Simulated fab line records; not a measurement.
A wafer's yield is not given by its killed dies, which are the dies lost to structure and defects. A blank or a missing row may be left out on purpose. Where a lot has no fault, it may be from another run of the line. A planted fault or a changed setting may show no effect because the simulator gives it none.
Chamber matching || flow nandHarc || 3 sister chambers for NHARC_A_STAIRCASE_DEP_325 on pecvd-03
The step deposits SiO2, target thk 7200 nm. 3 wafers are shown with their chamber, then 7 later ones without.

## EACH WAFER AND ITS CHAMBER
{"wafer": "L081.4", "chamber": 1, "heaterPowerW (W)": 586}
{"wafer": "L089.1", "chamber": 0, "heaterPowerW (W)": 611}
{"wafer": "L089.4", "chamber": 2, "heaterPowerW (W)": 496}

## WAFERS WHOSE CHAMBER IS MISSING
{"wafer": "L089.5", "heaterPowerW (W)": 530}
{"wafer": "L092.1", "heaterPowerW (W)": 644}
{"wafer": "L092.2", "heaterPowerW (W)": 694}
{"wafer": "L092.5", "heaterPowerW (W)": 479}
{"wafer": "L097.1", "heaterPowerW (W)": 653}
{"wafer": "L097.3", "heaterPowerW (W)": 577}
{"wafer": "L097.6", "heaterPowerW (W)": 576}

## CHAMBER TAKEN BY EACH
{"wafer": "L089.5", "from the rows above": "can't be placed: 2 or 1 or 0", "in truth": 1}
{"wafer": "L092.1", "from the rows above": "can't be placed: 0 or 1", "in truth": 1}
{"wafer": "L092.2", "from the rows above": "can't be placed: 0 or 1", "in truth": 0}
{"wafer": "L092.5", "from the rows above": 2, "in truth": 2}
{"wafer": "L097.1", "from the rows above": "can't be placed: 0 or 1", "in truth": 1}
{"wafer": "L097.3", "from the rows above": "can't be placed: 1 or 0 or 2", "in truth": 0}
{"wafer": "L097.6", "from the rows above": "can't be placed: 1 or 0 or 2", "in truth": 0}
Correct placement for 1 of the 7. Cannot be placed on the basis of these rows: 6; the candidates contain the true chamber in 6. Number placed wrongly: 0.
How it was worked out, from the rows above alone: a wafer's distance from a chamber is the root of the sum, over the readings, of the square of ((its reading less the chamber's mean) divided by the reading's scatter). The wafer belongs to the nearest chamber; if the next one is less than 2 further off, it can't be placed. For every chamber, the mean is computed from those of its wafers that are shown. The scatter: with one shown wafer a chamber, the root of the mean of the squares of how far each hidden wafer lies from its nearest shown one.
